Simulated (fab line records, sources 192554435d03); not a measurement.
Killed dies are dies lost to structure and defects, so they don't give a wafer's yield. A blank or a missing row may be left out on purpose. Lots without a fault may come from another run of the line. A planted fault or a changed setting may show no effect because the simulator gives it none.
Split-lot experiment | flow n5_finfet | 7 lots, 39 wafers read, on a route of 1938 steps

THE SPLIT
At N5_HKMG_FIN_ETCH_58 (etches SOC in N2/H2, target depth 215.8 nm, time 741 s), the setting source_w was moved away from the recipe's 875 W on 12 of the 39 wafers read, by -12.6% to +16.9%. The other wafers ran this setting at the recipe's value.

The reading is taken at the split's own step.

THE READING
rf_vpp_V, in V, at N5_HKMG_FIN_ETCH_58 (etches SOC in N2/H2, target depth 215.8 nm, time 741 s). Fault-free wafers of this fab line usually give 99.2 V, standard deviation 0.81 V.

wafer  | tool, chamber at the split | source_w as run, W | against the recipe | rf_vpp_V, V | against lot-mates on the recipe
L078.1 | rie_diel-04, 0             | 875                | recipe             | 98.0        | -
L078.2 | rie_diel-04, 1             | 875                | recipe             | 98.6        | -
L078.3 | rie_diel-04, 2             | 875                | recipe             | 100.1       | -
L078.4 | rie_diel-04, 3             | 875                | recipe             | 98.4        | -
L078.5 | rie_diel-04, 1             | 875                | recipe             | 99.1        | -
L078.6 | rie_diel-04, 0             | 875                | recipe             | 99.3        | -
L080.1 | rie_diel-04, 3             | 764.4              | -12.6%             | 103.6       | +4.3
L080.2 | rie_diel-04, 2             | 764.4              | -12.6%             | 105.3       | +6.0
L080.3 | rie_diel-04, 1             | 875                | recipe             | 98.4        | -
L080.4 | rie_diel-04, 0             | 875                | recipe             | 99.5        | -
L080.5 | rie_diel-04, 0             | 875                | recipe             | 99.9        | -
L080.6 | rie_diel-04, 3             | 764.4              | -12.6%             | 103.6       | +4.3
L086.1 | rie_diel-04, 3             | 875                | recipe             | 99.0        | -
L086.2 | rie_diel-04, 2             | 998.5              | +14.1%             | 94.5        | -4.7
L086.3 | rie_diel-04, 0             | 998.5              | +14.1%             | 93.3        | -5.9
L086.4 | rie_diel-04, 0             | 998.5              | +14.1%             | 94.9        | -4.3
L086.5 | rie_diel-04, 3             | 875                | recipe             | 100.1       | -
L086.6 | rie_diel-04, 2             | 875                | recipe             | 98.6        | -
L089.1 | rie_diel-04, 0             | 875                | recipe             | 99.5        | -
L089.2 | rie_diel-04, 3             | 1023               | +16.9%             | 95.4        | -3.9
L089.3 | rie_diel-04, 1             | 875                | recipe             | 99.7        | -
L089.4 | rie_diel-04, 2             | 1023               | +16.9%             | 93.8        | -5.5
L089.5 | rie_diel-04, 2             | 1023               | +16.9%             | 92.8        | -6.5
L089.6 | rie_diel-04, 1             | 875                | recipe             | 98.7        | -
L093.1 | rie_diel-05, 2             | 875                | recipe             | 99.0        | -
L093.2 | rie_diel-05, 3             | 815.7              | -6.8%              | 101.8       | +2.3
L093.3 | rie_diel-05, 0             | 815.7              | -6.8%              | 101.2       | +1.7
L093.4 | rie_diel-05, 1             | 875                | recipe             | 99.8        | -
L093.5 | rie_diel-05, 0             | 815.7              | -6.8%              | 101.1       | +1.6
L093.6 | rie_diel-05, 1             | 875                | recipe             | 99.6        | -
L095.3 | rie_diel-05, 3             | 875                | recipe             | 99.8        | -
L095.5 | rie_diel-05, 2             | 875                | recipe             | 98.8        | -
L095.6 | rie_diel-05, 1             | 875                | recipe             | 99.7        | -
L094.1 | rie_diel-05, 1             | 875                | recipe             | 99.3        | -
L094.2 | rie_diel-05, 3             | 875                | recipe             | 99.6        | -
L094.3 | rie_diel-05, 2             | 875                | recipe             | 99.3        | -
L094.4 | rie_diel-05, 0             | 875                | recipe             | 98.9        | -
L094.5 | rie_diel-05, 1             | 875                | recipe             | 99.4        | -
L094.6 | rie_diel-05, 0             | 875                | recipe             | 97.6        | -

THE FIT
A straight line over all 39 wafers: rf_vpp_V changes by -0.342 V for each +1% of source_w; r = -0.96; the points scatter about the line by 0.73 V.
The same after taking each lot's own level away (the mean of its wafers on the recipe; 39 wafers): -0.341 V for each +1%; r = -0.96; scatter 0.71 V.
On that fit, the largest move of source_w shifts the reading by 5.8 V.
The lots' own levels span 98.92 to 99.47 V, that is 0.7 times the standard deviation above.
So the lot-to-lot level changes the slope little: the two slopes agree.
Check: with one of the wafers moved furthest among these (+16.9%) left out of the fit, the line predicts -6.05 V for it against its lot-mates. It came out at -3.9 V against them.
Tool readings at the split's step, against how far the setting was moved: rf_vpp_V r = -0.96.

OTHER SPLITS ON THESE WAFERS
These wafers also went through other splits before the reading. Each is held against what the fit with the lots' levels taken away leaves over:
other split on the same wafers | wafers away from the commonest value | r with rf_vpp_V (lot level and that fit taken away)
N5_FIN_SAQP_HM_DEP_03 time_s   | 15                                   | +0.31
N5_FIN_SAQP_ETCH_52 source_w   | 15                                   | +0.18
N5_DUMMY_GATE_ETCH_42 bias_w   | 15                                   | +0.39

THE WHOLE CHAIN: every reading that the file lists as answering this split, in the file's order
step                | what it does                                           | reading                                                                         | change (the file's fit)              | r (the file's)
N5_HKMG_FIN_ETCH_58 | etches SOC in N2/H2, target depth 215.8 nm, time 741 s | rf_vpp_V                                                                        | -0.34 V for each +1% of the setting  | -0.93
N5_HKMG_FIN_ETCH_58 | etches SOC in N2/H2, target depth 215.8 nm, time 741 s | SOC_of_HKMG_FIN_COAT_41.thk_nm (the simulator's own value, which no gauge read) | -1.88 nm for each +1% of the setting | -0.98
N5_HKMG_FIN_ETCH_58 | etches SOC in N2/H2, target depth 215.8 nm, time 741 s | etch.depth_nm (the simulator's own value, which no gauge read)                  | +1.88 nm for each +1% of the setting | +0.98
N5_HKMG_FIN_ETCH_58 | etches SOC in N2/H2, target depth 215.8 nm, time 741 s | HKMG_FIN.feature_depth_nm (the simulator's own value, which no gauge read)      | +1.88 nm for each +1% of the setting | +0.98

THE FILE'S OWN FIT
rf_vpp_V changes by -0.34 V for each +1% of source_w, r = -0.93.
